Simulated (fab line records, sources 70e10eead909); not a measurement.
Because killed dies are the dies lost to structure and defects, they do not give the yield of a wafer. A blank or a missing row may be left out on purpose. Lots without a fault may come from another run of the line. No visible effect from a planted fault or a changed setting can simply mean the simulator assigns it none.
Which tool was responsible? ; flow nand_harc ; 6 lots with 18 wafers sampled at 5 steps, on a route of 1302 steps

== WHAT THE GAUGES READ, wafer by wafer ==
NHARC_END_SORT_01.
lot;measured;on;killed_at_array
L976;day 25 04:05;prober-01;47 45 53
L979;day 27 04:31;prober-02;80 71 94
L982;day 28 06:41;prober-01;35 38 42
L986;day 30 11:14;prober-02;77 65 65
L993;day 32 05:26;prober-02;670 668 671
L994;day 35 09:43;prober-01;32 40 49

== EACH LOT AND THE TOOL THAT RAN IT (in order: tool; ch and the chambers of the sampled wafers; start) ==
lot;NHARC_A_CONTACT_ETCH_113;NHARC_A_CONTACT_ETCH_115;NHARC_A_CONTACT_ETCH_116;NHARC_A_CONTACT_ETCH_120
L976;har_cap_etch-02 ch 0,1, day 22 08:51;har_cap_etch-02 ch 0,1, day 22 09:11;har_cap_etch-02 ch 0,1, day 22 09:22;har_cap_etch-02 ch 0,1, day 22 10:02
L979;har_cap_etch-03 ch 0,1, day 24 03:21;har_cap_etch-03 ch 0,1, day 24 03:41;har_cap_etch-03 ch 0,1, day 24 03:52;har_cap_etch-03 ch 0,1, day 24 04:33
L982;har_cap_etch-01 ch 0,1, day 25 07:24;har_cap_etch-01 ch 0,1, day 25 07:52;har_cap_etch-01 ch 0,1, day 25 08:05;har_cap_etch-01 ch 0,1, day 25 09:00
L986;har_cap_etch-01 ch 0,1, day 27 11:32;har_cap_etch-01 ch 0,1, day 27 11:59;har_cap_etch-01 ch 0,1, day 27 12:13;har_cap_etch-01 ch 0,1, day 27 13:08
L993;har_cap_etch-01 ch 1, day 29 10:11;har_cap_etch-01 ch 1, day 29 10:32;har_cap_etch-01 ch 1, day 29 10:42;har_cap_etch-01 ch 1, day 29 11:23
L994;har_cap_etch-02 ch 0,1, day 30 22:59;har_cap_etch-02 ch 0,1, day 30 23:20;har_cap_etch-02 ch 0,1, day 30 23:30;har_cap_etch-02 ch 0,1, day 31 00:11
- NHARC_A_CONTACT_ETCH_113: etches the open film in C4F8/O2/Ar, time 190 s, target depth 1850 nm.
- NHARC_A_CONTACT_ETCH_115: etches the open film in C4F8/O2/Ar, time 190 s, target depth 1850 nm.
- NHARC_A_CONTACT_ETCH_116: etches the open film in C4F8/O2/Ar, time 190 s, target depth 1850 nm.
- NHARC_A_CONTACT_ETCH_120: etches the open film in C4F8/O2/Ar, time 190 s, target depth 1850 nm.

== THE ANSWER, worked out from the rows above alone ==
Rule: the usual values come from the lots themselves. The widest of any qualifying gaps counts: lots, ordered by their means at a reading, are off when they make up no more than a third of the lots, leave a main group of 4 or more, and stand apart from it by 3 or more times the standard deviation of that group's means. If all means in a main group match to the digits the tables above print for the reading, that group is not used. Also off: a lot with no number at a reading for which 4 or more lots have one. Where the step has rows for the other lots, those lots are counted as sound.
Off: L993, at NHARC_END_SORT_01 (killed_at_array). Main group: mean 56, sd 17.
A tool fits if, at a process step before that reading, it ran every lot that is off, and no sound lot after the first of them. Gauges at NHARC_END_SORT_01: tried the same way as those tools. This does not decide it: 2 tools fit, namely har_cap_etch-01 at NHARC_A_CONTACT_ETCH_113 and NHARC_A_CONTACT_ETCH_115 and NHARC_A_CONTACT_ETCH_116 and NHARC_A_CONTACT_ETCH_120 and prober-02 at NHARC_END_SORT_01.

== WHAT THE SIMULATOR PUT IN ==
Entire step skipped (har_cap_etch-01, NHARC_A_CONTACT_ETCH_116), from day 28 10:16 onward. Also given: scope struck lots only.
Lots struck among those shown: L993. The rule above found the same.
